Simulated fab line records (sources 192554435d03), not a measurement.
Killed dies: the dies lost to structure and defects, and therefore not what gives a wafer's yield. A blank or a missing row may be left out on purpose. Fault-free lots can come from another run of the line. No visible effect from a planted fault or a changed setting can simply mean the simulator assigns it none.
Struck lot and sound lot, side by side || flow n5_finfet || 27 steps out of a route of 1938
Sound: the wafers L163.1, L163.2, L163.3. Wafers struck: L176.1, L176.2, L176.6. The cause is named last.
Per side, at each step with rows, come the tool, then ch with its chambers, and then its first start. Under that, the readings that differ: sound wafers || struck wafers || difference of the means || sigmas: that difference in standard deviations of wafers without a fault.
alike: same words and numbers on both sides, and readings whose means sit less than 2 such deviations apart. not compared: any withheld reading, any reading some wafer has no value for, any bound like >300 that may hide the same value, and any number with overlapping values for which the record gives no deviation.
Wherever a step has rows on one side only, a row that says differs or no value, or a row with sigmas, the two part there. Numbers that have no deviation but don't overlap get no sigmas and don't part them. Lack of a reading on every wafer of one side parts them only where that side has two or more wafers.

first, 1 step without rows for these wafers: N5_BEOL_M0_WET_ETCH_106 (etches SiO2 in DHF, target depth 130 nm, rinse time 30 s).
N5_BEOL_M0_ETCH_128: etches SiCN in CF4/N2, target depth 12 nm, overetch 5.1 nm, time 21.4 s.
  sound on rie_diel-06 ch 0,1,2, day 6 20:43; struck on rie_diel-01 ch 0,2, day 10 04:38
{"reading": "showerhead_plenum_p_Torr (Torr)", "sound": "2.09 2.26 2.11", "struck": "2.33 2.26 2.33", "difference": "+0.15", "sigmas": "+2"}
  alike: drypump_motor_current_A, oes_product_au, rf_vpp_V, throttle_valve_pct
  not compared: rf_hours_counter_h
N5_BEOL_M0_TRENCH_ETCH_107: etches SiOC in C4F6/O2, target depth 32.8 nm, time 16.4 s.
  sound on rie_diel-06 ch 0,1,2, day 6 20:46; struck on rie_diel-01 ch 0,2, day 10 04:41
{"reading": "showerhead_plenum_p_Torr (Torr)", "sound": "2.69 2.93 2.72", "struck": "3.00 2.91 3.00", "difference": "+0.19", "sigmas": "+2"}
  alike: drypump_motor_current_A, oes_product_au, rf_vpp_V, throttle_valve_pct
  not compared: rf_hours_counter_h
then, 1 step without rows for these wafers: N5_BEOL_M0_STRIP_142 (strips in N2/H2, time 10 s).
N5_BEOL_M0_OCD_MEAS_108:
  sound on ocd-01, day 6 20:52; struck on ocd-02, day 10 04:47
  alike: trench_depth_nm
then, 2 steps without rows for these wafers: N5_BEOL_M0_HM_STRIP_129 (strips TiN in peroxide tin strip, target depth 17 nm, time 108 s); N5_BEOL_M0_SRD_130 (time 30 s).
N5_BEOL_M0_ETCH_109: etches SiCN in CH3F/O2, target depth 8 nm, overetch 2.4 nm, time 27.4 s.
  sound on rie_diel-04 ch 0,2,3, day 6 20:59; struck on rie_diel-01 ch 0,2,3, day 10 04:53
  alike: drypump_motor_current_A, oes_product_au, rf_vpp_V, showerhead_plenum_p_Torr, throttle_valve_pct
  not compared: rf_hours_counter_h
then, 4 steps without rows for these wafers: N5_BEOL_M0_STRIP_139 (strips in post etch residue remover, time 60 s); N5_BEOL_M0_SRD_111 (time 30 s); N5_BEOL_M0_DEGAS_112 (time 60 s); N5_BEOL_M0_PRE_CLEAN_113 (time 30 s).
N5_BEOL_M0_ALD_136: deposits TaN, pulse time 2 s, purge time 3 s, co reactant purge time 2 s.
  sound on ald_metal-02 ch 1,2,3, day 6 21:17; struck on ald_metal-02 ch 0,1,3, day 10 05:11
{"reading": "ald_cycles", "sound": "30 30 30", "struck": "19 19 19", "difference": -11, "sigmas": ""}
  alike: heater_power_outer_w, heater_power_w, mfc_carrier_sccm
  not compared: model.TaN_of_BEOL_M0_ALD_136.thk_nm
then, 5 steps without rows for these wafers: N5_BEOL_M0_SURFACE_TREAT_137; N5_BEOL_M0_CVD_115 (deposits Co from CCTBA/H2, time 120 s); N5_BEOL_M0_SPUTTER_116 (material Cu, target thk 4 nm, time 7.37 s); N5_BEOL_M0_ANNEAL_117 (time 60 s); N5_BEOL_M0_SPUTTER_132 (material Cu, target thk 4 nm, time 7.37 s).
N5_BEOL_M0_ANNEAL_133: time 60 s.
  sound on pvd_sputter-01, day 6 23:56; struck on pvd_sputter-01, day 10 06:00
  alike: heater_power_w
then, 1 step without rows for these wafers: N5_BEOL_M0_SPUTTER_134 (material Cu, target thk 4 nm, time 7.37 s).
N5_BEOL_M0_ANNEAL_135: time 60 s.
  sound on pvd_sputter-01, day 7 00:04; struck on pvd_sputter-01, day 10 06:07
  alike: heater_power_w
then, 3 steps without rows for these wafers: N5_BEOL_M0_SPUTTER_141 (material Cu, target thk 4 nm, time 7.37 s); N5_BEOL_M0_ECD_118 (material Cu, target thk 300 nm); N5_BEOL_M0_ANNEAL_119 (time 90 s).
N5_BEOL_M0_CMP_120: polishes, stops on SiOC, t overpolish 6.9 s.
  sound on cmp-04 ch 0,1,3, day 7 00:35; struck on cmp-01 ch 0,1,2, day 10 06:50
{"reading": "barrier_field_endpoint_s (s)", "sound": "3.58 3.55 3.57", "struck": "3.05 2.92 3.04", "difference": -0.56, "sigmas": -5}
  alike: head_pressure_psi, motor_current_A, slurry_filter_dp_kPa, slurry_flow_ml_min
-- the record jumps here: 2 days lie between the struck wafers' starts before and after (it left off in module BEOL_M0 and takes up again in module BEOL_M4, whose first step shown is number 1111 of the route) --
N5_BEOL_M4_RC_MEAS_101:
  sound on prober-01 ch 0, day 8 20:04; struck on prober-01 ch 0, day 12 07:08
  alike: DIBL_N, DIBL_P, IOFF_N, IOFF_P, ION_N, ION_P, SS_N, SS_P, VT_N, VT_P
-- the record jumps here: 4 days lie between the struck wafers' starts before and after (it left off in module BEOL_M4 and takes up again in module PASSIVATION, whose first step shown is number 1936 of the route) --
N5_PASSIVATION_PROBE_49:
  sound on prober-01, day 13 05:33; struck on prober-01, day 16 13:35
  alike: defect_limited_yield, killed_at_M0_to_M3, killed_at_M4_up, killed_at_contacts, killed_at_front_end, killed_at_other, killed_dies, killed_open, killed_short, sort_bin_5_function, sort_bin_6_memory, sort_n_pass, sort_yield_pct

WHERE THEY PART
At N5_BEOL_M0_ETCH_128 first; at N5_BEOL_M0_CMP_120 last (within this record only). Later steps at which nothing parts them and some readings are alike: N5_BEOL_M4_RC_MEAS_101, N5_PASSIVATION_PROBE_49.

WHY: the cause the simulator had injected
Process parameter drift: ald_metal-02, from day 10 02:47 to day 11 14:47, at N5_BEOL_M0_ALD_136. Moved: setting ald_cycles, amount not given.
